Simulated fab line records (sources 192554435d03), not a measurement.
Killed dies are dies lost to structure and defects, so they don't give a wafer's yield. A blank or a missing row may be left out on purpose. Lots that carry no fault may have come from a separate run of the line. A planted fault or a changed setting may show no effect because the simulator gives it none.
Matching of chambers || flow n5_finfet || N5_FIN_SAQP_FIN_ETCH_36 on rie_si-02 has 4 sister chambers
The step etches the open film in HBr/Cl2/O2, target depth 120 nm, time 50.4 s. 8 wafers are shown with their chamber, then 12 later ones without.

WAFERS, EACH WITH ITS CHAMBER
{"wafer": "L081.5", "chamber": 3, "throttle_valve_pct (%)": 35.98, "oes_product_au (a.u.)": 0.980}
{"wafer": "L082.4", "chamber": 0, "throttle_valve_pct (%)": 36.26, "oes_product_au (a.u.)": 1.021}
{"wafer": "L082.5", "chamber": 1, "throttle_valve_pct (%)": 35.94, "oes_product_au (a.u.)": 1.017}
{"wafer": "L088.3", "chamber": 0, "throttle_valve_pct (%)": 36.29, "oes_product_au (a.u.)": 0.996}
{"wafer": "L088.5", "chamber": 2, "throttle_valve_pct (%)": 36.44, "oes_product_au (a.u.)": 0.978}
{"wafer": "L090.2", "chamber": 3, "throttle_valve_pct (%)": 35.94, "oes_product_au (a.u.)": 1.005}
{"wafer": "L090.3", "chamber": 1, "throttle_valve_pct (%)": 35.94, "oes_product_au (a.u.)": 1.022}
{"wafer": "L090.4", "chamber": 2, "throttle_valve_pct (%)": 36.40, "oes_product_au (a.u.)": 0.995}

WAFERS MISSING THEIR CHAMBER
{"wafer": "L091.1", "throttle_valve_pct (%)": 35.93, "oes_product_au (a.u.)": 1.022}
{"wafer": "L091.3", "throttle_valve_pct (%)": 36.42, "oes_product_au (a.u.)": 0.986}
{"wafer": "L091.6", "throttle_valve_pct (%)": 36.25, "oes_product_au (a.u.)": 1.015}
{"wafer": "L092.2", "throttle_valve_pct (%)": 36.24, "oes_product_au (a.u.)": 1.020}
{"wafer": "L092.5", "throttle_valve_pct (%)": 35.94, "oes_product_au (a.u.)": 0.991}
{"wafer": "L092.6", "throttle_valve_pct (%)": 36.26, "oes_product_au (a.u.)": 1.010}
{"wafer": "L093.1", "throttle_valve_pct (%)": 36.27, "oes_product_au (a.u.)": 1.012}
{"wafer": "L093.3", "throttle_valve_pct (%)": 35.94, "oes_product_au (a.u.)": 1.014}
{"wafer": "L093.6", "throttle_valve_pct (%)": 35.95, "oes_product_au (a.u.)": 1.014}
{"wafer": "L094.1", "throttle_valve_pct (%)": 36.44, "oes_product_au (a.u.)": 0.981}
{"wafer": "L094.2", "throttle_valve_pct (%)": 35.95, "oes_product_au (a.u.)": 0.996}
{"wafer": "L094.3", "throttle_valve_pct (%)": 35.96, "oes_product_au (a.u.)": 1.022}

WHICH CHAMBER EACH WENT THROUGH
{"wafer": "L091.1", "from the rows above": 1, "in truth": 1}
{"wafer": "L091.3", "from the rows above": 2, "in truth": 2}
{"wafer": "L091.6", "from the rows above": 0, "in truth": 0}
{"wafer": "L092.2", "from the rows above": 0, "in truth": 0}
{"wafer": "L092.5", "from the rows above": "can't be placed: 3 or 1", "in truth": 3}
{"wafer": "L092.6", "from the rows above": 0, "in truth": 0}
{"wafer": "L093.1", "from the rows above": 0, "in truth": 0}
{"wafer": "L093.3", "from the rows above": "can't be placed: 1 or 3", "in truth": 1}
{"wafer": "L093.6", "from the rows above": "can't be placed: 1 or 3", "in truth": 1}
{"wafer": "L094.1", "from the rows above": 2, "in truth": 2}
{"wafer": "L094.2", "from the rows above": "can't be placed: 3 or 1", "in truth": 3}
{"wafer": "L094.3", "from the rows above": "can't be placed: 1 or 3", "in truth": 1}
Correct placement for 7 of the 12. Cannot be placed on the basis of these rows: 5; the candidates contain the true chamber in 5. Placed wrongly: 0.
How it was worked out, from the rows above alone: a wafer's distance from a chamber is the root of the sum, over the readings, of the square of ((its reading less the chamber's mean) divided by the reading's scatter). If the next closest chamber is less than 2 further off than the closest, the wafer can't be placed; otherwise it belongs to the closest. The mean given for a chamber averages the wafers shown for that chamber. How the scatter is found: for the shown wafers, subtract from each reading the mean of its chamber, square and add these, divide the total by (wafers less chambers), then take the root.
